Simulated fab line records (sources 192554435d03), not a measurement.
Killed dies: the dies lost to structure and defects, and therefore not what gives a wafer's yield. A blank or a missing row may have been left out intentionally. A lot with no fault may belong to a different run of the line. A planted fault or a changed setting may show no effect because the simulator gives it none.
Chamber matching -- flow n5_finfet -- N5_BEOL_M9_VIA_ETCH_34 on rie_diel-02 has 4 sister chambers
The step etches SiCOH lowk in C4F6/O2, target depth 182.4 nm, time 68.4 s. 4 wafers are shown with their chamber, then 7 later ones without.

## EACH WAFER AND ITS CHAMBER
wafer,chamber,showerhead_plenum_p_Torr (Torr)
L074.3,0,2.90
L079.5,2,3.01
L082.2,3,2.81
L082.4,1,2.83

## WAFERS WITH NO CHAMBER GIVEN
wafer,showerhead_plenum_p_Torr (Torr)
L082.5,2.83
L083.1,3.01
L083.3,2.83
L083.4,3.01
L087.1,2.89
L087.5,2.81
L087.6,3.00

## THE CHAMBER EACH PASSED THROUGH
wafer,from the rows above,in truth
L082.5,1,1
L083.1,2,2
L083.3,1,1
L083.4,2,2
L087.1,0,0
L087.5,3,3
L087.6,2,2
Correctly placed: 7 of 7. Number that these rows cannot place: 0. Wrongly placed: 0.
How it was worked out, from the rows above alone: a wafer's distance from a chamber is the root of the sum, over the readings, of the square of ((its reading less the chamber's mean) divided by the reading's scatter). If the next closest chamber is less than 2 further off than the closest, the wafer can't be placed; otherwise it belongs to the closest. For every chamber, the mean is computed from those of its wafers that are shown. The scatter (one wafer shown for each chamber): square how far every hidden wafer sits from the nearest shown wafer, average those squares and take the square root.
